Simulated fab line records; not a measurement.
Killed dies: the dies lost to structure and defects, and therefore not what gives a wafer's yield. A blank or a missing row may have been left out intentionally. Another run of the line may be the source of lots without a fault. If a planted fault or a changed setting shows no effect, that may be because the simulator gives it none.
Chamber matching | flow nand-harc | ald-metal-03 running NHARC_P_CONTACT_ALD_22: 4 sister chambers
The step deposits TiN, target thk 3 nm, pulse time 1 s, ald cycles 150. 4 wafers are shown with their chamber, then 8 later ones without.

== WAFERS WITH THEIR CHAMBER ==
wafer  | chamber | heater-power-w (W)
L077.5 | 2       | 1055
L091.4 | 0       | 1390
L091.6 | 3       | 1142
L092.2 | 1       | 1148

== WAFERS WITHOUT THEIR CHAMBER ==
wafer  | heater-power-w (W)
L092.5 | 1122
L092.6 | 1434
L094.2 | 1404
L094.3 | 1123
L094.4 | 1404
L097.2 | 1410
L097.5 | 1143
L097.6 | 1423

== WHICH CHAMBER EACH WENT THROUGH ==
wafer  | from the rows above          | in truth
L092.5 | can't be placed: 3 or 1 or 2 | 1
L092.6 | 0                            | 0
L094.2 | 0                            | 0
L094.3 | can't be placed: 3 or 1      | 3
L094.4 | 0                            | 0
L097.2 | 0                            | 0
L097.5 | can't be placed: 3 or 1      | 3
L097.6 | 0                            | 0
Placed correctly: 5 of 8. Unplaceable from these rows: 3, with the true chamber sitting among the candidates in 3. Number placed wrongly: 0.
How it was worked out, from the rows above alone: a wafer's distance from a chamber is the root of the sum, over the readings, of the square of ((its reading less the chamber's mean) divided by the reading's scatter). If the next closest chamber is less than 2 further off than the closest, the wafer can't be placed; otherwise it belongs to the closest. Each chamber's mean is taken over the wafers shown for it. The scatter: with one shown wafer a chamber, the root of the mean of the squares of how far each hidden wafer lies from its nearest shown one.
